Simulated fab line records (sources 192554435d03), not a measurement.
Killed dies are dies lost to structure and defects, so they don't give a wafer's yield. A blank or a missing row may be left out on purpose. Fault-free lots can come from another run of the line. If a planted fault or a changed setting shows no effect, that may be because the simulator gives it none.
Code-filled problem report in 8D (eight disciplines) form || flow n5 finfet || the parts of the form that need people (team, actions taken, sign-off) are left out

1. PROBLEM STATEMENT
Mean of temp c at N5_SD_EPI_N_PRECLEAN_49: 30.40 C across 3 wafers in 2 lots; on wafers with no fault it is 29.98 C (standard deviation 0.089). That puts it +4.8 standard deviations away from the usual mean.
The step: cleans in NF3:NH3, afs cycles 1, time 20 s, sublimation time 60 s.
First seen on wafer L512.4, day 4 17:23, on remote plasma-01. The record holds 27 wafers of 10 lots with a number at this step. By rule, "out" or "out of limits" means more than 4 standard deviations away from the usual mean. The other wafers with a number count as sound.

2. WHAT IT IS; WHAT IT IS NOT
{"question": "which readings at this step", "is": "temp c", "is not": "pressure torr"}
{"question": "which lots", "is": "L512, L516", "is not": "L506, L511, L518, L519, L526, L527, L528, L529"}
{"question": "which wafers of those lots", "is": "all that have a number", "is not": "-"}
{"question": "read on which tools", "is": "remote plasma-01", "is not": "remote plasma-02"}
{"question": "when", "is": "from day 4 17:23", "is not": "up to then (6 sound wafers); but 18 sound wafers of L518, L519, L526, L527, L528, L529 came after"}

3. WHAT RULES OUT EACH SUSPECT
Counting: a tool at any process step up to the reading remains a suspect when it ran all the lots that are out and ran no sound lot after the first of those.
- ald sin-01 at N5_SPACER0_ALD_00 (deposits SiOCN, target thk 3.5 nm, pulse time 3 s, purge time 2 s): kept. It ran every lot that is out, first L512 (day 4 12:03), and no sound lot after that; its last sound lot up to then is L511 (day 4 09:30).
- remote plasma-01 at N5_SD_EPI_N_PRECLEAN_49 (cleans in NF3:NH3, afs cycles 1, time 20 s, sublimation time 60 s): ruled out as a lasting fault. Sound lots L527, L528, L529 ran on it after its first lot that is out, L512 (day 4 17:23).
After counting, what remains is ald sin-01 at N5_SPACER0_ALD_00.

4. THE CAUSE (what the simulator had put in)
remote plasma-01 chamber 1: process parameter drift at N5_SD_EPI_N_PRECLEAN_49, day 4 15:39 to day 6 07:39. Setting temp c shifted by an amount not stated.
Counting ruled it out, wrongly.

5. THE EFFECT CHAIN, in route order
One row per reading whose mean, taken over the struck wafers that have a number, lies over 3 standard deviations from the usual. Only readings whose record carries a usual standard deviation are examined. hours: median over the lots of the time between each lot's start at the first step of this table that gives one and its start at this step. sigmas: the change, counted in usual standard deviations.
{"hours": 0, "step": "N5_SD_EPI_N_PRECLEAN_49", "reading": "temp c", "usual": "29.98 C", "on struck wafers": 30.40, "change": "+0.42", "sigmas": "+4.8"}
The process steps in it:
- N5_SD_EPI_N_PRECLEAN_49: cleans in NF3:NH3, afs cycles 1, time 20 s, sublimation time 60 s.
Later steps that measure or inspect, where all struck wafers having a row at the step show a number for every such reading and not one has moved that far: N5_BEOL_M4_RC_MEAS_101.

6. WHAT WOULD HAVE CAUGHT IT SOONER
2 hours passed between the start of the fault at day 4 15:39 and the first reading out of limits in this record, taken at day 4 17:23.
